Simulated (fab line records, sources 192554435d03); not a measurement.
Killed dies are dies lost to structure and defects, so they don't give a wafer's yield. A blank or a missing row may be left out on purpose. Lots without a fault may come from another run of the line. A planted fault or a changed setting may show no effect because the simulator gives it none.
Chamber matching | flow n5_finfet | N5_SPACER0_ALD_00 on ald_sin-02: 4 sister chambers
The step deposits SiOCN, target thk 3.5 nm, pulse time 3 s, purge time 2 s. 4 wafers are shown with their chamber, then 9 later ones without.

WAFERS WITH THEIR CHAMBER
wafer  | chamber | heater_power_w (W)
L086.4 | 3       | 895
L089.1 | 2       | 808
L089.3 | 0       | 818
L089.4 | 1       | 891

WAFERS WITHOUT THEIR CHAMBER
wafer  | heater_power_w (W)
L090.2 | 812
L090.5 | 889
L090.6 | 834
L093.1 | 882
L093.3 | 817
L093.4 | 912
L097.2 | 909
L097.4 | 813
L097.5 | 899

WHICH CHAMBER EACH WENT THROUGH
wafer  | from the rows above     | in truth
L090.2 | can't be placed: 2 or 0 | 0
L090.5 | can't be placed: 1 or 3 | 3
L090.6 | can't be placed: 0 or 2 | 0
L093.1 | can't be placed: 1 or 3 | 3
L093.3 | can't be placed: 0 or 2 | 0
L093.4 | can't be placed: 3 or 1 | 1
L097.2 | can't be placed: 3 or 1 | 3
L097.4 | can't be placed: 0 or 2 | 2
L097.5 | can't be placed: 3 or 1 | 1
Placed correctly: 0 of 9. Can't be placed from these rows: 9 (the true chamber is among the candidates in 9). Placed wrongly: 0.
How it was worked out, from the rows above alone: a wafer's distance from a chamber is the root of the sum, over the readings, of the square of ((its reading less the chamber's mean) divided by the reading's scatter). The wafer belongs to the nearest chamber; if the next one is less than 2 further off, it can't be placed. A chamber's mean is the mean of its shown wafers. The scatter: with one shown wafer a chamber, the root of the mean of the squares of how far each hidden wafer lies from its nearest shown one.
